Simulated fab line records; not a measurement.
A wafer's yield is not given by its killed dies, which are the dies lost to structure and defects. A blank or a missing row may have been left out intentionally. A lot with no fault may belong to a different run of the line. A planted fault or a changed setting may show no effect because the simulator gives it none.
Matching of chambers	flow n5Finfet	4 sister chambers for N5_BEOL_M3_STRIP_19 on rieDiel-02
The step strips in O2. 4 wafers are shown with their chamber, then 8 later ones without.

== WAFERS WITH THEIR CHAMBER ==
wafer	chamber	showerheadPlenumPTorr (Torr)
L080.1	1	1.99
L090.5	3	2.17
L090.6	2	2.05
L092.2	0	2.10

== WAFERS MISSING THEIR CHAMBER ==
wafer	showerheadPlenumPTorr (Torr)
L092.4	1.99
L092.5	1.99
L095.1	1.98
L095.3	2.05
L095.5	2.05
L096.2	1.98
L096.4	2.09
L096.6	2.16

== THE CHAMBER EACH PASSED THROUGH ==
wafer	from the rows above	in truth
L092.4	1	1
L092.5	1	1
L095.1	1	1
L095.3	2	2
L095.5	2	2
L096.2	1	1
L096.4	0	0
L096.6	3	3
Correctly placed: 8 of 8. Left unplaced by these rows: 0. Placed wrongly: 0.
How it was worked out, from the rows above alone: a wafer's distance from a chamber is the root of the sum, over the readings, of the square of ((its reading less the chamber's mean) divided by the reading's scatter). If the next closest chamber is less than 2 further off than the closest, the wafer can't be placed; otherwise it belongs to the closest. A chamber's mean is the mean of its shown wafers. The scatter: root of mean squared gap, hidden wafer to nearest shown wafer, with one shown wafer a chamber.
